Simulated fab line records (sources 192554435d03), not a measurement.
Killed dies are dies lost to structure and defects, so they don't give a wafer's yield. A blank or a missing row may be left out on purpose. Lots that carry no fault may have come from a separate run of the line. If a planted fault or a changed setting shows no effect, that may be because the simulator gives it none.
Comparing a struck lot with a sound one :: flow n5-finfet :: 16 steps out of a route of 1938
Sound: these wafers, L541.1, L541.5, L541.6. Struck: wafer L547.5; the same lot's L547.1 was not struck, so it is left out; see the end for the cause.
Order at every step that has rows: each side's tool, ch and its chambers, its first start. Under that, the readings that differ: sound wafers :: struck wafers :: difference of the means :: sigmas: that difference in standard deviations of wafers without a fault.
alike: same words and numbers on both sides, and readings whose means sit less than 2 such deviations apart. not compared: any withheld reading, any reading some wafer has no value for, any bound like >300 that may hide the same value, and any number with overlapping values for which the record gives no deviation.
The two part at a step that has a row with sigmas, a row that says differs or no value, or rows on one side only. Numbers that don't overlap but have no deviation are shown without sigmas and don't part them. Lack of a reading on every wafer of one side parts them only where that side has two or more wafers.

first, 8 steps without rows for these wafers: N5_BEOL_M1_COAT_68 (time 60 s, resist thk 12 nm); N5_BEOL_M1_COAT_76 (time 60 s, resist thk 5 nm); N5_BEOL_M1_COAT_22 (resist thk 30 nm); N5_BEOL_M1_EBR_24; N5_BEOL_M1_SOFTBAKE_23 (time 60 s); N5_BEOL_M1_EXPOSE_25 (exposes mask V0, defocus 5 nm, target cd 24 nm); N5_BEOL_M1_PEB_26 (peb time 60 s); N5_BEOL_M1_DEVELOP_27 (develop time 30 s).
N5_BEOL_M1_CD_MEAS_28: target cd y 23.3 nm.
  sound on cd-sem-01 ch 0, day 6 23:32; struck on cd-sem-03 ch 0, day 8 19:52
  alike: cd-nm
N5_BEOL_M1_OVL_MEAS_29:
  sound on overlay-02 ch 0, day 6 23:34; struck on overlay-02 ch 0, day 8 19:53
reading: V0_OVL (nm)
sound: 1.3 0.7 0.5
struck: -1.1
difference: -1.9
sigmas: -3
N5_BEOL_M1_INSPECT_30: inspects for defects (brightfield).
  struck on defect-inspect-01, day 8 19:57; sound on defect-inspect-01, day 6 23:38
  alike: raw-defect-count
N5_BEOL_M1_DESCUM_33: chemistry O2, time 7 s.
  sound on rie-diel-04 ch 0,3, day 6 23:40; struck on rie-diel-05 ch 2, day 8 20:08
  alike: drypump-motor-current-A, oes-product-au, rf-vpp-V, showerhead-plenum-p-Torr, throttle-valve-pct
  not compared: rf-hours-counter-h
N5_BEOL_M1_ETCH_77: etches underlayer in N2/H2, target depth 6.5 nm, time 5.2 s.
  sound on rie-diel-04 ch 0,3, day 6 23:43; struck on rie-diel-05 ch 2, day 8 20:10
reading: etch-rf-on-time-s (s)
sound: 5.19 5.10 5.17
struck: 8.53
difference: +3.38
sigmas: +41

reading: oes-product-au (a.u.)
sound: 0.81 0.64 0.82
struck: 0.50
difference: -0.26
sigmas: -4
  alike: drypump-motor-current-A, rf-vpp-V, showerhead-plenum-p-Torr, throttle-valve-pct
  not compared: rf-hours-counter-h
N5_BEOL_M1_ETCH_69: etches SiARC in CF4, target depth 15.6 nm, time 26 s.
  sound on rie-diel-04 ch 0,3, day 6 23:44; struck on rie-diel-05 ch 2, day 8 20:11
reading: cf4-flow-sccm (sccm)
sound: 99.86 99.65 99.85
struck: 100.40
difference: +0.61
sigmas: +2
  alike: drypump-motor-current-A, etch-rf-on-time-s, oes-product-au, rf-vpp-V, showerhead-plenum-p-Torr, throttle-valve-pct
  not compared: rf-hours-counter-h
N5_BEOL_M4_RC_MEAS_101:
  sound on prober-01 ch 0, day 8 18:39; struck on prober-02 ch 0, day 10 15:05
reading: IOFF_P (nA/um)
sound: 0.168 0.200 0.166
struck: 0.241
difference: +0.063
sigmas: +2

reading: ION_N (uA/um)
sound: 650 663 672
struck: 684
difference: +22
sigmas: +2

reading: ION_P (uA/um)
sound: 449 462 459
struck: 471
difference: +14
sigmas: +2

reading: VT_N (mV)
sound: 254.1 252.2 254.5
struck: 247.5
difference: -6.1
sigmas: -2

reading: VT_P (mV)
sound: -255 -253 -253
struck: -246
difference: +8
sigmas: +2
  alike: DIBL_N, DIBL_P, IOFF_N, SS_N, SS_P
-- the record jumps here: 5 days lie between the struck wafers' starts before and after (it left off in module BEOL_M4 and takes up again in module PASSIVATION, whose first step shown is number 1936 of the route) --
N5_PASSIVATION_PROBE_49:
  struck on prober-01, day 15 03:44; sound on prober-02, day 12 14:51
reading: killed-at-contacts
sound: 17 7 7
struck: 24
difference: +14
sigmas: +2
  alike: defect-limited-yield, killed_at_M0_to_M3, killed_at_M4_up, killed-at-front-end, killed-at-other, killed-dies, killed-open, killed-short, sort_bin_5_function, sort_bin_6_memory, sort-n-pass, sort-yield-pct

== WHERE THEY PART ==
First at N5_BEOL_M1_OVL_MEAS_29; last, within this record, at N5_PASSIVATION_PROBE_49.

WHY: what had been put in by the simulator
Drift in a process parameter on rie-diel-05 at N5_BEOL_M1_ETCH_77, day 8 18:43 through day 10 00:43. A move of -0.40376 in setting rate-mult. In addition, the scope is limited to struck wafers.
